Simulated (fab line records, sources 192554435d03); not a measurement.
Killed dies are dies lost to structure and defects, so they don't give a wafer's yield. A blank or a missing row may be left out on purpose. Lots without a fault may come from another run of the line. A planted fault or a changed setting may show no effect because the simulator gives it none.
fab line records | flow n5_finfet
record lots=6 wafers=18 last_day=17
route steps=1938 shown HKMG_FIN@390 BEOL_M4@1111
lots that met no fault: from a run of the same line without faults
start_h: hours from the record's first day to the start of the lot's first wafer shown | wait_h: hours since the lot's step before | " the same as in the row above | L1.1+2: a row that stands for several wafers | - no value, or no start given | * or withheld: withheld | < > ~ a bound
route shown NAME@n: a module of which the file shows steps, and the number in the route of the first | usual: mean/standard deviation of fault-free wafers | same: alike in all rows | chamber/n: place in a boat | sites: the reading at each site | _std_site: their standard deviation | _edge_site: outer sites' mean less inner sites' | radius_mm: how far each site lies from the wafer's centre | mask NAME#n: copy n | behind: the tool/chamber that last shaped the wafer | hold: why the lot was held/for how many hours/how that ended | device: the transistor (n, p or np) that didn't switch | end of line: the same wafers' tests at the end of the route | a step without rows: its recipe alone | killed: dies lost to structure and defects at the first sort, not the wafer's yield | map: a wafer's dies, x killed, . not, _ none there
set.NAME: the setting as run; set.NAME@STEP: as run at that earlier step | model.NAME: the simulator's own value behind a step, which no gauge read
lots at some steps of the route; a table a step, a row a wafer
services: from which hour (start_h, from the record's first day; less than 0 if before it) a tool's chamber was out of use, for how many hours, and why
## steps
# step N5_HKMG_FIN_COAT_41
# recipe resist=SOC temp_c=250 time_s=60 spin_rpm=1500 resist_thk_nm=300
# step N5_HKMG_FIN_COAT_42
# recipe resist=SiARC temp_c=220 time_s=60 spin_rpm=1500 resist_thk_nm=35
# step N5_HKMG_FIN_COAT_43
# recipe resist=CAR-ArF spin_rpm=1500 resist_thk_nm=90
# step N5_HKMG_FIN_EBR_45
# recipe solvent=PGMEA ebr_width_mm=1.5
# step N5_HKMG_FIN_SOFTBAKE_44
# recipe temp_c=110 time_s=60 resist=CAR-ArF
# step N5_HKMG_FIN_EXPOSE_46
# recipe mask_id=NDIPOLE na=1.35 source_shape=conventional sigma_outer=0.8 polarization=unpolarized dose_mj=40
# step N5_HKMG_FIN_PEB_47
# recipe peb_temp_c=withheld peb_time_s=60 resist=CAR-ArF
# step N5_HKMG_FIN_DEVELOP_48
# recipe develop_time_s=30 developer=TMAH resist=CAR-ArF rinse_liquid=diw dry=air_spin dev_temp_c=23
# step N5_HKMG_FIN_CD_MEAS_49
# recipe target_cd_nm=202 landing_energy_ev=500 detector=se_inlens polarity=opening
# usual cd_nm=201.6/0.77
# columns lot.wafer tool chamber start_h wait_h cd_nm
L386.2 cd_sem-02 0 91.97 - 202.2
L386.4 " 0 " " 201.4
L386.5 " 0 " " 202.7
L389.2 cd_sem-01 0 104.39 - 201.4
L389.5 " 0 " " 201.9
L389.6 " 0 " " 201.3
L397.1 cd_sem-02 0 151.08 - 202.0
L397.4 " 0 " " 201.7
L397.6 " 0 " " 200.7
L403.1 cd_sem-03 0 194.33 - 201.4
L403.2 " 0 " " 200.7
L403.5 " 0 " " 200.6
L404.2 cd_sem-01 0 197.83 - 202.4
L404.3 " 0 " " 202.5
L404.4 " 0 " " 201.7
L405.1 cd_sem-01 0 201.37 - 201.9
L405.3 " 0 " " 200.5
L405.5 " 0 " " 201.8
# step N5_HKMG_FIN_OVL_MEAS_50
# recipe points_per_wafer=44
# usual NDIPOLE_OVL=0.1/0.74
# same points_per_wafer=44
# columns lot.wafer tool chamber start_h wait_h NDIPOLE_OVL[nm]
L386.2 overlay-01 0 92.00 0.0 -0.5
L386.4 " 0 " " -0.1
L386.5 " 0 " " 0.1
L389.2 overlay-02 0 104.42 0.0 1.1
L389.5 " 0 " " -0.2
L389.6 " 0 " " -0.2
L397.1 overlay-02 0 151.11 0.0 -0.7
L397.4 " 0 " " 0.3
L397.6 " 0 " " -0.2
L403.1 overlay-02 0 194.36 0.0 0.6
L403.2 " 0 " " 0.4
L403.5 " 0 " " 1.7
L404.2 overlay-02 0 197.86 0.0 -0.3
L404.3 " 0 " " 1.0
L404.4 " 0 " " -0.1
L405.1 overlay-02 0 201.40 0.0 -0.1
L405.3 " 0 " " 0.1
L405.5 " 0 " " 0.2
# step N5_HKMG_FIN_INSPECT_61
# recipe mode=adi inspect_instrument=macro
# usual raw_defect_count=2.0/1.4
# columns lot.wafer tool chamber start_h wait_h raw_defect_count
L386.2 defect_inspect-01 - 92.02 0.0 1
L386.4 " - " " 3
L386.5 " - " " 1
L389.2 defect_inspect-01 - 104.44 0.0 4
L389.5 " - " " 3
L389.6 " - " " 2
L397.1 defect_inspect-02 - 151.14 0.0 2
L397.4 " - " " 2
L397.6 " - " " 2
L403.1 defect_inspect-02 - 194.38 0.0 3
L403.2 " - " " 2
L403.5 " - " " 4
L404.2 defect_inspect-01 - 197.89 0.0 5
L404.3 " - " " 0
L404.4 " - " " 3
L405.1 defect_inspect-01 - 201.42 0.0 3
L405.3 " - " " 4
L405.5 " - " " 0
# step N5_HKMG_FIN_DESCUM_53
# recipe chemistry=O2 time_s=7.9 source_power_w=50 bias_power_w=20 pressure_mtorr=20 rf_frequency_hz=2.712e+07 temp_c=40 resist=CAR-ArF o2_flow_sccm=225
# usual drypump_motor_current_A=5.7/0.53 oes_product_au=0.79/0.089 rf_vpp_V=243.7/1.3 showerhead_plenum_p_Torr=2.14/0.071 throttle_valve_pct=20.39/0.22
# columns lot.wafer tool chamber start_h wait_h drypump_motor_current_A oes_product_au rf_hours_counter_h rf_vpp_V showerhead_plenum_p_Torr throttle_valve_pct
L386.2 rie_diel-03 0 92.06 0.0 5.2 0.98 3 244.5 2.13 20.04
L386.4 " 3 " " 6.0 0.84 73 240.7 2.05 20.54
L386.5 " 2 " " 5.0 0.87 - 243.6 2.15 20.70
L389.2 rie_diel-03 1 104.48 0.0 5.5 0.73 158 246.0 2.18 20.44
L389.5 " 1 " " 5.5 0.72 - 243.7 2.18 20.43
L389.6 " 2 " " 5.0 0.86 - 244.2 2.15 20.72
L397.1 rie_diel-06 0 151.17 0.0 5.7 0.71 207 243.6 2.17 20.51
L397.4 " 2 " " 6.3 0.70 - 242.9 2.05 20.35
L397.6 " 1 " " 6.6 0.73 - 243.3 2.18 20.55
L403.1 rie_diel-03 3 194.72 0.3 5.9 0.81 104 241.4 2.04 20.58
L403.2 " 2 " " 5.0 0.81 76 243.2 2.14 20.74
L403.5 " 0 " " 5.2 0.89 - 243.2 2.12 20.08
L404.2 rie_diel-03 1 197.92 0.0 5.5 0.71 187 244.2 2.17 20.48
L404.3 " 0 " " 5.2 0.90 34 243.0 2.12 20.10
L404.4 " 3 " " 6.0 0.81 105 243.0 2.04 20.59
L405.1 rie_diel-01 0 202.31 0.9 6.3 0.77 123 243.7 2.19 20.25
L405.3 " 2 " " 5.2 0.84 65 246.0 2.19 20.07
L405.5 " 0 " " 6.4 0.77 - 243.6 2.19 20.26
# step N5_HKMG_FIN_ETCH_54
# recipe chemistry=CF4 target=SiARC target_depth_a=455 mask_material=CAR-ArF time_s=75.8 ion_energy_ev=80 pressure_mtorr=40 source_w=545 bias_w=36 Ar_flow_sccm=100 cf4_flow_sccm=100 ends=cleared
# usual drypump_motor_current_A=5.7/0.53 etch_rf_on_time_s=75.0/1.9 oes_product_au=0.67/0.076 rf_vpp_V=184.5/1.1 showerhead_plenum_p_Torr=2.18/0.068 throttle_valve_pct=15.57/0.18
# columns lot.wafer tool chamber start_h wait_h drypump_motor_current_A etch_rf_on_time_s oes_product_au rf_hours_counter_h rf_vpp_V showerhead_plenum_p_Torr throttle_valve_pct
L386.2 rie_diel-03 0 92.09 0.0 5.2 77.2 0.82 3 184.5 2.18 15.24
L386.4 " 3 " " 6.0 73.3 0.73 73 183.8 2.08 15.53
L386.5 " 2 " " 5.0 73.3 0.75 - 185.0 2.19 15.74
L389.2 rie_diel-03 1 104.51 0.0 5.5 72.0 0.65 158 186.6 2.22 15.62
L389.5 " 1 " " 5.4 72.2 0.65 - 185.5 2.22 15.64
L389.6 " 2 " " 5.0 72.8 0.74 - 183.4 2.19 15.77
L397.1 rie_diel-06 0 151.21 0.0 5.7 75.6 0.60 207 184.1 2.22 15.67
L397.4 " 2 " " 6.3 76.6 0.59 - 182.9 2.11 15.72
L397.6 " 1 " " 6.6 75.0 0.62 - 183.9 2.20 15.62
L403.1 rie_diel-03 3 194.76 0.0 5.9 74.0 0.70 104 183.6 2.07 15.60
L403.2 " 2 " " 5.0 74.3 0.70 77 184.0 2.18 15.81
L403.5 " 0 " " 5.2 89.0 0.70 - 184.2 2.17 15.29
L404.2 rie_diel-03 1 197.95 0.0 5.5 73.1 0.62 187 183.5 2.21 15.68
L404.3 " 0 " " 5.2 89.6 0.70 34 184.6 2.17 15.28
L404.4 " 3 " " 6.0 74.8 0.69 105 182.7 2.07 15.61
L405.1 rie_diel-01 0 202.34 0.0 6.3 77.1 0.65 123 185.0 2.23 15.47
L405.3 " 2 " " 5.2 72.7 0.72 65 184.6 2.26 15.40
L405.5 " 0 " " 6.3 77.8 0.65 - 184.5 2.23 15.47
# step N5_HKMG_FIN_ETCH_55
# recipe chemistry=N2/H2 target=SOC target_depth_a=2400 temp_c=40 time_s=300 ion_energy_ev=200 mask_material=SiARC pressure_mtorr=30 source_w=840 bias_w=150 n2_flow_sccm=200 h2_flow_sccm=200
# usual drypump_motor_current_A=5.7/0.53 oes_product_au=0.79/0.087 rf_vpp_V=525.3/2.6 showerhead_plenum_p_Torr=2.59/0.093 throttle_valve_pct=17.79/0.21
# columns lot.wafer tool chamber start_h wait_h drypump_motor_current_A oes_product_au rf_hours_counter_h rf_vpp_V showerhead_plenum_p_Torr throttle_valve_pct
L386.2 rie_diel-03 0 92.15 0.0 5.2 0.96 3 524.5 2.60 17.52
L386.4 " 3 " " 5.9 0.85 73 521.5 2.45 17.62
L386.5 " 2 " " 5.0 0.87 - 524.7 2.60 18.14
L389.2 rie_diel-03 1 104.57 0.0 5.5 0.76 158 527.2 2.64 17.85
L389.5 " 1 " " 5.5 0.76 - 525.9 2.64 17.86
L389.6 " 2 " " 5.0 0.86 - 524.7 2.60 18.16
L397.1 rie_diel-06 0 151.26 0.0 5.8 0.70 208 525.4 2.62 17.84
L397.4 " 2 " " 6.3 0.70 - 522.6 2.52 18.08
L397.6 " 1 " " 6.6 0.74 - 526.3 2.63 17.75
L403.1 rie_diel-03 3 194.81 0.0 5.9 0.81 104 520.2 2.44 17.68
L403.2 " 2 " " 5.0 0.82 77 523.4 2.59 18.21
L403.5 " 0 " " 5.2 0.87 - 524.4 2.59 17.55
L404.2 rie_diel-03 1 198.01 0.0 5.4 0.73 187 526.2 2.63 17.91
L404.3 " 0 " " 5.2 0.88 34 526.3 2.59 17.55
L404.4 " 3 " " 6.0 0.81 105 522.4 2.44 17.66
L405.1 rie_diel-01 0 202.40 0.0 6.3 0.75 123 526.5 2.66 17.62
L405.3 " 2 " " 5.2 0.86 65 528.1 2.71 17.75
L405.5 " 0 " " 6.3 0.75 - 527.8 2.66 17.60
# step N5_BEOL_M4_RC_MEAS_101
# usual DIBL_N=35.7/1.5 DIBL_P=35.7/2 IOFF_N=0.155/0.026 IOFF_P=0.20/0.031 ION_N=675/11 ION_P=462/7.1 SS_N=71.3/0.57 SS_P=73.1/0.56 VT_N=250/3 VT_P=-251/3
# columns lot.wafer tool chamber start_h wait_h DIBL_N[mV/V] DIBL_P[mV/V] IOFF_N[nA/um] IOFF_P[nA/um] ION_N[uA/um] ION_P[uA/um] SS_N[mV/dec] SS_P[mV/dec] VT_N[mV] VT_P[mV]
L386.2 prober-02 0 194.28 0.2 37.2 37.7 0.195 0.27 681 474 72.1 72.8 244 -245
L386.4 " 0 " " 34.4 34.7 0.139 0.21 663 460 71.3 73.1 253 -249
L386.5 " 0 " " 34.9 34.9 0.153 0.22 680 469 71.1 72.8 249 -247
L389.2 prober-01 0 198.56 0.2 37.8 36.2 0.187 0.20 659 448 72.3 73.6 249 -252
L389.5 " 0 " " 35.0 35.7 0.163 0.22 672 464 71.6 72.9 247 -250
L389.6 " 0 " " 35.7 35.3 0.162 0.19 672 451 71.3 73.2 250 -251
L397.1 prober-02 0 255.81 0.0 37.1 37.3 0.178 0.22 680 463 71.2 72.8 250 -251
L397.4 " 0 " " 37.3 36.9 0.163 0.21 667 460 72.1 73.0 251 -252
L397.6 " 0 " " 37.5 37.2 0.184 0.21 684 460 71.9 73.3 248 -253
L403.1 prober-01 0 286.03 0.0 35.8 33.9 0.141 0.20 677 461 71.3 72.9 253 -251
L403.2 " 0 " " 35.6 34.8 0.132 0.22 675 476 71.3 73.2 254 -248
L403.5 " 0 " " 35.4 34.5 0.130 0.21 662 460 71.1 73.0 254 -248
L404.2 prober-01 0 305.52 0.2 32.7 33.4 0.113 0.16 666 452 70.4 72.4 254 -254
L404.3 " 0 " " 34.7 35.0 0.136 0.18 669 454 71.8 72.3 251 -252
L404.4 " 0 " " 34.4 34.9 0.138 0.17 670 448 70.7 72.6 251 -254
L405.1 prober-02 0 311.93 0.0 36.3 37.6 0.193 0.26 693 474 71.5 73.7 245 -245
L405.3 " 0 " " 35.5 35.5 0.161 0.22 678 457 71.8 72.8 249 -248
L405.5 " 0 " " 33.8 34.1 0.143 0.20 677 466 70.8 72.3 250 -251
## services
# columns tool chamber start_h hours kind
rie_diel-06 0 95.43 9.2 repair
rie_diel-01 0 107.19 29.5 repair
rie_diel-06 3 136.50 - clean
rie_diel-06 3 136.50 - consumable_replace:focus_ring
rie_diel-06 3 136.50 - consumable_replace:showerhead
rie_diel-06 3 136.50 34.7 scheduled_down
rie_diel-06 3 136.50 34.7 vent_cycle
rie_diel-06 2 169.03 5.1 repair
rie_diel-01 3 172.08 16.0 repair
rie_diel-01 1 175.77 9.0 repair
rie_diel-06 - 183.10 0.2 repair
rie_diel-03 3 184.82 4.3 repair
rie_diel-01 3 188.14 - clean
rie_diel-01 3 188.14 - consumable_replace:focus_ring
rie_diel-01 3 188.14 25.6 scheduled_down
rie_diel-01 3 188.14 25.6 vent_cycle
rie_diel-06 2 200.19 - clean
rie_diel-06 2 200.19 - consumable_replace:focus_ring
rie_diel-06 2 200.19 17.7 scheduled_down
rie_diel-06 2 200.19 17.7 vent_cycle
## key
first_sign step=N5_HKMG_FIN_ETCH_54 reading=etch_rf_on_time_s direction=up sigmas=7.7 usual=* struck=*
effect none on later readings
met_at N5_HKMG_FIN_ETCH_54
struck_wafers L403.5,L404.3
onset_between 92.09 194.76
fault kind=process_parameter_drift tool=rie_diel-03 chamber=0 onset_h=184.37 steps=N5_HKMG_FIN_ETCH_54 channel=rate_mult offset=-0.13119 shape=step end_h=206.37
